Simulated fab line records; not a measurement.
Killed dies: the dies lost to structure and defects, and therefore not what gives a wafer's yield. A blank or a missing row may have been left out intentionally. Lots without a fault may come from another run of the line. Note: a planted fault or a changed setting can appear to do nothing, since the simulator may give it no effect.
fab line records	flow n5Finfet
record lots=13	wafers=31	lastDay=18
route steps=1938 shown BEOL_M1@822 BEOL_M4@1111 PASSIVATION@1936
lots with no fault: from the same line, run without faults
startH: start of the lot's first displayed wafer, in hours after the record's first day	waitH: hours since the lot's step before	" as in the row above	L1.1+2: one row covering several wafers at once	- no value, or no start given	* or withheld: withheld	< > ~ a bound
route shown NAME@n: names a module that has steps shown in the file, with the first one's number in the route	usual: mean/standard deviation of fault-free wafers	same: alike in all rows	chamber/n: place in a boat	sites: each site's reading	_std_site: the values' standard deviation	_edge_site: the outer-site mean with the inner-site mean subtracted	radiusMm: how far each site lies from the wafer's centre	mask NAME#n: copy n	behind: the tool/chamber that last shaped the wafer	hold: what put the lot on hold/how long, in hours/how the hold closed	device: transistor that didn't switch, given as n, p or np	end of line: the same wafers' tests at the end of the route	for a step that has no rows: nothing shown but its recipe	killed: not the wafer's yield, but the dies lost to structure and defects at the first sort	map: dies across one wafer; x = killed, . = not, _ = none there
set.NAME: setting as actually run; set.NAME@STEP: the setting as run at that earlier step	model.NAME: the simulator's own value behind a step, which no gauge read
a sample of lots followed through the steps of the route, with each step as a table and each wafer as a row
services: from which hour (startH, from the record's first day; less than 0 if before it) a tool's chamber was out of use, for how many hours, and why
## steps
# step N5_BEOL_M1_SPUTTER_88
# recipe material=Cu	targetThkA=45	tempC=-20	chamberPressurePa=0.07	powerW=withheld	timeS=8.29
# usual throttleValvePct=29.9/1.3
lot.wafer	tool	chamber	startH	waitH	throttleValvePct
L880.2	pvdSputter-02	-	135.66	0.1	30.0
L880.3	"	-	"	"	31.0
L880.5	"	-	"	"	31.3
L881.3	pvdSputter-01	-	137.17	0.1	32.6
L881.4	"	-	"	"	30.4
L883.1	pvdSputter-02	-	168.00	0.1	31.1
L883.5	"	-	"	"	31.2
L884.3	pvdSputter-02	-	173.76	0.1	31.4
L884.6	"	-	"	"	31.1
L886.3	pvdSputter-02	-	181.07	0.1	31.1
L886.4	"	-	"	"	29.9
L889.1	pvdSputter-02	-	199.74	0.1	31.3
L889.2	"	-	"	"	31.3
L889.5	"	-	"	"	30.4
L891.3	pvdSputter-03	-	208.92	0.1	29.0
L891.5	"	-	"	"	27.7
L894.1	pvdSputter-01	-	215.15	0.1	28.6
L894.4	"	-	"	"	30.5
L892.2	pvdSputter-02	-	218.14	0.1	30.1
L892.4	"	-	"	"	31.0
L893.1	pvdSputter-03	-	218.54	0.1	29.5
L893.5	"	-	"	"	29.4
L896.1	pvdSputter-01	-	237.19	0.1	30.5
L896.2	"	-	"	"	28.6
L896.4	"	-	"	"	32.7
L900.1	pvdSputter-02	-	262.36	0.1	28.9
L900.2	"	-	"	"	31.2
L900.5	"	-	"	"	30.4
L901.1	pvdSputter-03	-	266.91	0.1	27.9
L901.5	"	-	"	"	27.8
L901.6	"	-	"	"	28.6
# step N5_BEOL_M1_SPUTTER_90
# recipe material=Cu	targetThkA=45	tempC=-20	chamberPressurePa=0.07	powerW=withheld	timeS=8.29
# usual throttleValvePct=29.9/1.3
lot.wafer	tool	chamber	startH	waitH	throttleValvePct
L880.2	pvdSputter-02	-	135.88	0.1	30.1
L880.3	"	-	"	"	31.4
L880.5	"	-	"	"	31.2
L881.3	pvdSputter-01	-	137.39	0.1	32.5
L881.4	"	-	"	"	30.5
L883.1	pvdSputter-02	-	168.22	0.1	31.1
L883.5	"	-	"	"	31.3
L884.3	pvdSputter-02	-	173.98	0.1	31.2
L884.6	"	-	"	"	31.4
L886.3	pvdSputter-02	-	181.29	0.1	31.3
L886.4	"	-	"	"	30.2
L889.1	pvdSputter-02	-	199.96	0.1	31.4
L889.2	"	-	"	"	31.1
L889.5	"	-	"	"	30.1
L891.3	pvdSputter-03	-	209.14	0.1	28.9
L891.5	"	-	"	"	28.1
L894.1	pvdSputter-01	-	215.37	0.1	28.6
L894.4	"	-	"	"	30.7
L892.2	pvdSputter-02	-	218.36	0.1	30.2
L892.4	"	-	"	"	31.4
L893.1	pvdSputter-03	-	218.76	0.1	29.8
L893.5	"	-	"	"	29.8
L896.1	pvdSputter-01	-	237.41	0.1	30.8
L896.2	"	-	"	"	28.6
L896.4	"	-	"	"	32.8
L900.1	pvdSputter-02	-	262.58	0.1	28.8
L900.2	"	-	"	"	31.4
L900.5	"	-	"	"	30.0
L901.1	pvdSputter-03	-	267.13	0.1	27.9
L901.5	"	-	"	"	27.9
L901.6	"	-	"	"	28.7
# step N5_BEOL_M1_ANNEAL_95
# recipe tempC=400	timeS=240	ambient=vacuum
# usual heaterPowerW=845/84
lot.wafer	tool	chamber	startH	waitH	heaterPowerW
L880.2	pvdSputter-02	-	136.40	0.0	750
L880.3	"	-	"	"	960
L880.5	"	-	"	"	796
L881.3	pvdSputter-01	-	137.91	0.0	824
L881.4	"	-	"	"	881
L883.1	pvdSputter-02	-	168.74	0.0	972
L883.5	"	-	"	"	812
L884.3	pvdSputter-02	-	174.50	0.0	791
L884.6	"	-	"	"	954
L886.3	pvdSputter-02	-	181.81	0.0	918
L886.4	"	-	"	"	752
L889.1	pvdSputter-02	-	200.48	0.0	948
L889.2	"	-	"	"	789
L889.5	"	-	"	"	748
L891.3	pvdSputter-03	-	209.66	0.0	896
L891.5	"	-	"	"	765
L894.1	pvdSputter-01	-	215.89	0.0	838
L894.4	"	-	"	"	895
L892.2	pvdSputter-02	-	218.88	0.0	762
L892.4	"	-	"	"	940
L893.1	pvdSputter-03	-	219.28	0.0	850
L893.5	"	-	"	"	861
L896.1	pvdSputter-01	-	237.93	0.0	871
L896.2	"	-	"	"	844
L896.4	"	-	"	"	835
L900.1	pvdSputter-02	-	263.10	0.0	769
L900.2	"	-	"	"	800
L900.5	"	-	"	"	747
L901.1	pvdSputter-03	-	267.65	0.0	790
L901.5	"	-	"	"	780
L901.6	"	-	"	"	845
# step N5_BEOL_M1_CMP_52
# recipe stopOn=SiOC	tOverpolishS=6.8	downForcePsi=1	platenRpm=50	clearingPlatenDownForcePsi=1.5	clearingPlatenRpm=50	postCmpClean=cuAlkaline	targetThkNm=40	clearingPlatenPadVelocityMS=0.99484	padVelocityMS=0.99484
# usual barrierFieldEndpointS=24.9/0.73	motorCurrentA=6.1/0.65	overpolishRunS=6.800/0.0092	timeToEndpointS=63/3.3
lot.wafer	tool	chamber	startH	waitH	barrierFieldEndpointS	motorCurrentA	overpolishRunS	timeToEndpointS
L880.3	cmp-02	2	137.11	0.2	24.5	5.0	6.810	61
L880.2	"	3	"	"	25.3	6.4	6.801	65
L880.5	"	0	"	"	23.8	6.9	6.787	59
L881.3	cmp-02	0	138.58	0.2	25.5	7.4	6.801	66
L881.4	"	1	"	"	24.6	5.9	6.794	66
L883.1	cmp-03	3	169.48	0.4	25.6	5.4	6.802	64
L883.5	"	0	"	"	24.3	6.6	6.791	61
L884.3	cmp-02	1	175.33	0.3	24.8	5.7	6.804	66
L884.6	"	3	"	"	25.1	6.5	6.806	70
L886.4	cmp-02	1	182.49	0.2	25.0	5.4	6.790	64
L886.3	"	2	"	"	13.6	5.2	6.802	38
L889.1	cmp-04	2	201.11	0.3	24.0	6.3	6.781	61
L889.2	"	3	"	"	23.9	5.6	6.798	61
L889.5	"	2	"	"	24.2	6.6	6.787	64
L891.3	cmp-02	3	210.38	0.3	14.4	6.5	6.804	39
L891.5	"	2	"	"	14.4	5.2	6.784	36
L894.4	cmp-03	1	216.53	0.1	25.1	6.5	6.808	62
L894.1	"	3	"	"	24.5	5.6	6.786	62
L892.4	cmp-04	0	219.52	0.1	25.4	6.2	6.795	65
L892.2	"	1	"	"	25.3	6.8	6.794	67
L893.1	cmp-04	1	220.09	0.3	25.2	6.2	6.784	66
L893.5	"	2	"	"	25.0	6.6	6.800	64
L896.1	cmp-03	0	238.56	0.3	25.2	6.5	6.791	63
L896.4	"	1	"	"	26.3	6.3	6.791	65
L896.2	"	2	"	"	25.7	5.3	6.807	65
L900.2	cmp-04	1	263.81	0.3	24.5	6.2	6.806	62
L900.1	"	2	"	"	23.8	6.3	6.814	57
L900.5	"	0	"	"	24.4	6.1	6.797	59
L901.1	cmp-03	3	268.30	0.3	23.3	5.6	6.795	61
L901.6	"	3	"	"	24.7	5.5	6.807	63
L901.5	"	0	"	"	23.7	6.7	6.786	56
# step N5_BEOL_M4_RC_MEAS_101
# usual DIBL_N=36.4/2.2	DIBL_P=36.3/2.5	IOFF_N=0.17/0.052	IOFF_P=0.23/0.049	ION_N=674/17	ION_P=464/11	SS_N=71.7/0.98	SS_P=73.3/0.84	VT_N=250/4	VT_P=-249/3.8
lot.wafer	tool	chamber	startH	waitH	DIBL_N[mV/V]	DIBL_P[mV/V]	IOFF_N[nA/um]	IOFF_P[nA/um]	ION_N[uA/um]	ION_P[uA/um]	SS_N[mV/dec]	SS_P[mV/dec]	VT_N[mV]	VT_P[mV]
L880.2	prober-02	0	175.89	0.2	36.9	38.2	0.18	0.25	708	483	71.2	73.4	246	-246
L880.3	"	0	"	"	40.0	41.8	0.23	0.32	704	487	72.4	75.1	245	-243
L880.5	"	0	"	"	38.3	40.1	0.19	0.30	682	472	72.0	75.2	246	-245
L881.3	prober-01	0	186.41	0.3	36.5	36.3	0.15	0.22	686	466	71.0	72.7	247	-249
L881.4	"	0	"	"	34.8	33.8	0.11	0.18	627	440	71.2	73.0	259	-257
L883.1	prober-02	0	228.12	0.0	37.2	36.4	0.19	0.25	657	448	73.0	74.4	248	-247
L883.5	"	0	"	"	38.7	39.8	0.22	0.33	654	455	72.3	75.3	247	-245
L884.3	prober-01	0	233.47	0.3	35.7	36.6	0.16	0.28	683	483	71.7	73.1	250	-239
L884.6	"	0	"	"	39.7	41.8	0.26	0.42	714	495	71.7	74.6	241	-238
L889.1	prober-01	0	242.72	0.0	41.1	40.1	0.28	0.34	689	468	73.3	74.4	242	-240
L889.2	"	0	"	"	36.0	35.0	0.16	0.24	667	465	70.9	72.9	248	-247
L889.5	"	0	"	"	35.1	33.7	0.13	0.20	650	453	71.6	72.8	251	-249
L886.3	prober-02	0	249.29	0.3	39.6	38.2	0.22	0.24	675	456	72.2	74.4	248	-250
L886.4	"	0	"	"	35.8	33.9	0.17	0.17	673	454	72.2	72.9	248	-252
L891.3	prober-01	0	275.87	0.3	38.0	38.4	0.17	0.23	644	438	72.0	74.0	250	-252
L891.5	"	0	"	"	33.3	34.2	0.11	0.17	671	460	70.8	72.1	256	-255
L892.2	prober-02	0	276.30	0.2	38.0	39.1	0.22	0.31	705	486	72.5	74.4	246	-243
L892.4	"	0	"	"	34.6	33.3	0.14	0.21	672	465	71.2	72.7	252	-248
L894.1	prober-01	0	277.38	0.0	35.7	34.5	0.13	0.21	649	452	70.9	73.4	254	-249
L894.4	"	0	"	"	37.0	36.6	0.17	0.26	680	468	71.5	73.4	246	-246
L893.1	prober-02	0	284.41	0.0	37.6	37.1	0.18	0.23	681	466	70.9	73.2	247	-250
L893.5	"	0	"	"	43.4	42.4	0.33	0.33	675	454	74.1	74.4	241	-248
L896.1	prober-01	0	321.84	0.0	38.8	38.8	0.24	0.27	700	478	71.9	74.3	243	-243
L896.2	"	0	"	"	38.0	36.3	0.21	0.22	649	447	73.6	74.4	248	-251
L896.4	"	0	"	"	38.1	37.9	0.20	0.25	688	467	72.5	73.7	245	-247
L900.1	prober-01	0	326.37	0.0	33.2	33.6	0.11	0.17	667	459	70.6	71.8	252	-249
L900.2	"	0	"	"	37.1	37.4	0.18	0.23	695	472	72.1	72.9	244	-244
L900.5	"	0	"	"	35.7	35.1	0.15	0.18	659	451	70.6	72.5	251	-252
L901.1	prober-02	0	331.96	0.0	35.2	34.1	0.15	0.20	683	464	71.3	72.3	249	-251
L901.5	"	0	"	"	35.0	34.6	0.14	0.20	675	466	71.2	72.1	251	-250
L901.6	"	0	"	"	36.6	36.3	0.17	0.23	689	470	72.5	73.7	249	-249
# step N5_PASSIVATION_PROBE_49
# usual defectLimitedYield=91.2/1.4	killed_at_M0_to_M3=34/9.3	killed_at_M4_up=14/5.9	killedAtContacts=14/5.7	killedAtFrontEnd=38/10	killedAtOther=4/3.2	killedDies=104/17	killedOpen=67/13	killedShort=33/6.9	sort_bin_5_function=5.2/1	sort_bin_6_memory=3.3/0.61	sort_bin_8_speed=0.3/1.8	sortNPass=1069/52
# same grossDies=1180	killedAtBackSide=0	sort_bin_4_leakage[%]=0
lot.wafer	tool	chamber	startH	waitH	defectLimitedYield[%]	killed_at_M0_to_M3	killed_at_M4_up	killedAtContacts	killedAtFrontEnd	killedAtOther	killedDies	killedOpen	killedShort	sort_bin_5_function[%]	sort_bin_6_memory[%]	sort_bin_8_speed[%]	sortNPass
L880.2	prober-01	-	286.18	0.1	92.6	19	18	13	31	6	87	52	32	4.2	2.8	0	1093
L880.3	prober-01	-	286.23	0.1	93.4	28	9	7	34	0	78	46	30	3.7	2.6	0	1102
L880.5	prober-01	-	286.33	0.2	91.6	33	19	8	34	5	99	63	35	5.0	2.8	0	1081
L884.3	prober-01	-	332.25	0.1	92.5	27	14	15	31	2	89	55	32	4.4	2.9	0	1091
L884.6	prober-01	-	332.40	0.3	94.2	22	4	11	30	2	69	48	19	3.0	2.5	0	1107
L894.1	prober-01	-	392.21	0.0	90.8	41	15	14	39	0	109	65	39	5.3	3.6	0.2	1069
L894.4	prober-01	-	392.36	0.2	88.6	43	11	16	57	8	135	80	43	7.0	4.0	0	1045
# killed by level:class
L880.2 MOL_CONTACT_COAG:geometricParticle:open=9 BEOL_M4:geometricParticle:open=9 DUMMY_GATE:geometricParticle:open=7 FIN_SAQP:geometricParticle:open=6 FIN_SAQP:geometricParticle:short=6 BEOL_M3:geometricParticle:open=4 MOL_CONTACT_COAG:geometricParticle:short=4 BEOL_M1:geometricParticle:open=4
L880.3 FIN_SAQP:geometricParticle:open=10 FIN_SAQP:geometricParticle:short=10 BEOL_M0_SAQP:geometricParticle:open=7 MOL_CONTACT_COAG:geometricParticle:open=5 BEOL_M1:geometricParticle:short=5 BEOL_M1:geometricParticle:open=4 BEOL_M0_SAQP:geometricParticle:short=4 BEOL_M3:geometricParticle:open=4
L880.5 FIN_SAQP:geometricParticle:short=9 FIN_SAQP:geometricParticle:open=7 BEOL_M1:geometricParticle:open=7 MOL_CONTACT_COAG:geometricParticle:open=6 DUMMY_GATE:geometricParticle:open=5 BEOL_M0:geometricParticle:open=5 BEOL_M3:geometricParticle:short=5 BEOL_M3:geometricParticle:open=5
L884.3 MOL_CONTACT_COAG:geometricParticle:open=11 BEOL_M4:geometricParticle:open=7 FIN_SAQP:geometricParticle:short=6 DUMMY_GATE:geometricParticle:open=5 BEOL_M3:geometricParticle:open=5 BEOL_M0_SAQP:geometricParticle:open=5 GATE_CUT:geometricParticle:short=4 BEOL_M0_SAQP:geometricParticle:short=4
L884.6 MOL_CONTACT_COAG:geometricParticle:open=11 BEOL_M3:geometricParticle:open=8 GATE_CUT:geometricParticle:short=6 ILD0:geometricParticle:open=4 BEOL_M0_SAQP:geometricParticle:short=4 BEOL_M0_SAQP:geometricParticle:open=4 STARTING-WAFER:geometricParticle:open=4 STI_FIN_REVEAL:geometricParticle:open=3
L894.1 BEOL_M0_SAQP:geometricParticle:short=10 BEOL_M1:geometricParticle:open=10 GATE_CUT:geometricParticle:short=9 MOL_CONTACT_COAG:geometricParticle:open=9 BEOL_M0_SAQP:geometricParticle:open=7 BEOL_M0:geometricParticle:open=7 STI_FIN_REVEAL:geometricParticle:open=6 FIN_SAQP:geometricParticle:open=5
L894.4 STI_FIN_REVEAL:geometricParticle:open=18 MOL_CONTACT_COAG:geometricParticle:open=14 BEOL_M0_SAQP:geometricParticle:open=13 BEOL_M0_SAQP:geometricParticle:short=8 BEOL_M1:geometricParticle:open=8 PASSIVATION:areaEtch=8 GATE_CUT:geometricParticle:short=7 FIN_SAQP:geometricParticle:short=6
## services
tool	chamber	startH	hours	kind
cmp-02	-	113.68	0.5	repair
cmp-04	-	131.66	4.0	pm
cmp-04	-	135.66	-	consumableReplace:conditioner
cmp-04	-	135.66	-	consumableReplace:pad
cmp-02	-	151.06	3.3	repair
pvdSputter-01	-	155.00	1.1	repair
pvdSputter-01	-	161.50	48.4	repair
cmp-03	-	173.83	1.4	repair
cmp-03	-	181.81	7.0	pm
cmp-02	-	198.67	9.0	repair
cmp-02	-	213.11	2.2	repair
cmp-04	-	214.01	0.5	repair
cmp-04	-	222.93	2.0	repair
cmp-02	-	224.69	1.6	repair
cmp-03	-	227.34	4.0	pm
cmp-03	-	231.34	-	consumableReplace:conditioner
cmp-03	-	231.34	-	consumableReplace:pad
cmp-03	-	239.45	0.9	repair
## key
firstSign step=N5_BEOL_M1_CMP_52	reading=barrierFieldEndpointS	direction=down	sigmas=15	usual=24.9	struck=14.1
effect step=N5_BEOL_M1_CMP_52	reading=timeToEndpointS	direction=down	sigmas=7.6	usual=*	struck=*
metAt N5_BEOL_M1_CMP_52
struckLots L886,L891
struckWafers L886.3,L891.3,L891.5
baselineLoss step=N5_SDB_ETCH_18	wafers=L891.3
notActingAt N5_BEOL_M1_SPUTTER_88,N5_BEOL_M1_SPUTTER_90,N5_BEOL_M1_ANNEAL_95
onsetBetween 175.33 182.49
fault kind=processParameterDrift	tool=cmp-02	chamber=-	onsetH=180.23	steps=N5_BEOL_M1_CMP_52	channel=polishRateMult	offset=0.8	shape=step	endH=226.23	scope=struckWafersOnly
# baselineLoss: these wafers lose ten dies or more at that step, a loss of the line's own and not of a fault; the sort's usual values leave them out
